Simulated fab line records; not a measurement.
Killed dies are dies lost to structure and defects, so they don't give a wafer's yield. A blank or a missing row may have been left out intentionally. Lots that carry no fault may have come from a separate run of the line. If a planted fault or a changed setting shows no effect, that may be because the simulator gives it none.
A lot that was struck, set against a sound lot / flow nand harc / 17 steps out of a route of 1302
Sound: wafers L763.4, L763.5, L763.6. Struck: wafer L770.1 (L770.2, L770.5, from the same lot, were not struck and are left out); the cause is given at the end.
For every step that has rows: the tool of each side, followed by ch and its chambers, followed by its first start. Under that, the readings that differ: sound wafers / struck wafers / difference of the means / sigmas: that difference in standard deviations of wafers without a fault.
alike: readings with means less than 2 such deviations apart, plus words and numbers identical on both sides. not compared: withheld readings, readings lacking a value on some wafer, bounds such as >300 that could conceal the same value, and numbers that have no deviation in the record and whose values overlap.
Wherever a step has rows on one side only, a row that says differs or no value, or a row with sigmas, the two part there. Numbers that have no deviation but don't overlap get no sigmas and don't part them. A reading that every wafer of one side lacks parts them only if that side has two wafers or more.

NHARC_A_M0_OVL_MEAS_10: pitch 160 nm.
  sound on overlay-02 at day 23 09:50; struck on overlay-02 at day 26 04:05
reading=overlay x nm (nm); sound=-0.8 -0.3 -0.5; struck=0.5; difference=+1.0; sigmas=+2
  alike: overlay y nm
NHARC_A_M0_INSPECT_11:
  sound on defect inspect-02 at day 23 09:53; struck on defect inspect-01 at day 26 04:08
reading=raw defect count; sound=144 148 168; struck=38; difference=-115; sigmas=-2
then, 2 steps without rows for these wafers: NHARC_A_M0_DESCUM_14 (chemistry O2, time 3 s); NHARC_A_M0_ETCH_34 (etches the open film in N2/H2, target depth 40 nm, overetch 12 nm, time 43.94 s).
NHARC_A_M0_ETCH_15: etches the open film in C4F8/Ar, target depth 150 nm, overetch 15 nm, time 82.5 s.
  sound on rie diel-06 ch 0,1, day 23 10:14; struck on rie diel-04 ch 0
reading=oes product au (a.u.); sound=0.958 0.951 0.951; struck=0.899; difference=-0.054; sigmas=-2
reading=rf hours counter h (h); sound=- - -; struck=3.7; difference=no value on the sound wafers; sigmas=
  alike: rf vpp V
NHARC_A_M0_CD_MEAS_16:
  sound on cd sem-02 at day 23 10:22; struck on cd sem-03 at day 26 04:29
  alike: cd nm
NHARC_A_M0_STRIP_18: strips in N2/H2.
  sound on rie diel-05 ch 0,1,3, day 23 10:29; struck on rie diel-05 ch 1, day 26 04:35
  alike: drypump motor current A, oes product au, rf vpp V, showerhead plenum p Torr, throttle valve pct
  not compared: rf hours counter h
then, 2 steps without rows for these wafers: NHARC_A_M0_STRIP_19 (strips in post etch residue remover, time 600 s); NHARC_A_M0_DEGAS_28 (time 60 s).
NHARC_A_M0_PRE_CLEAN_29: time 30 s.
  sound on pvd sputter-01; struck on pvd sputter-03
  alike: heater power w
then, 1 step without rows for these wafers: NHARC_A_M0_PVD_20 (deposits TaN, target thk 5 nm, time 8.06 s).
NHARC_A_M0_PVD_21: deposits Cu, target thk 30 nm, time 20.49 s.
  sound on pvd sputter-01; struck on pvd sputter-03
  alike: throttle valve pct
NHARC_A_M0_ECD_22: material Cu, target thk 400 nm.
  sound on ecd cu-02 ch 0,1, day 23 11:30; struck on ecd cu-02 ch 0,1, day 26 05:29
NHARC_A_M0_ANNEAL_30: time 90 s.
  sound on rtp anneal-02 ch 0, day 23 11:53; struck on rtp anneal-02 ch 0, day 26 05:52
  alike: wafer_temp_C_max
NHARC_A_M0_CMP_23: polishes, t overpolish 20 s, target thk 113.75 nm.
  sound on cmp-01 ch 0,1,2, day 23 12:10; struck on cmp-02 ch 0, day 26 06:14
reading=time to endpoint s (s); sound=32.1 25.4 31.1; struck=43.8; difference=+14.3; sigmas=+6
  alike: motor current A
NHARC_A_M0_THK_MEAS_24: measures by xrf.
  sound on film metro-01 at day 23 12:23; struck on film metro-02 at day 26 06:32
  alike: thk nm
NHARC_END_SORT_01:
  at this point the record logs the struck wafers (prober-01 ch 0, day 27 18:44) and has no rows for the sound ones

WHERE THEY PART
Earliest at NHARC_A_M0_OVL_MEAS_10; latest, in this record, at NHARC_END_SORT_01.

WHY: what had been put in by the simulator
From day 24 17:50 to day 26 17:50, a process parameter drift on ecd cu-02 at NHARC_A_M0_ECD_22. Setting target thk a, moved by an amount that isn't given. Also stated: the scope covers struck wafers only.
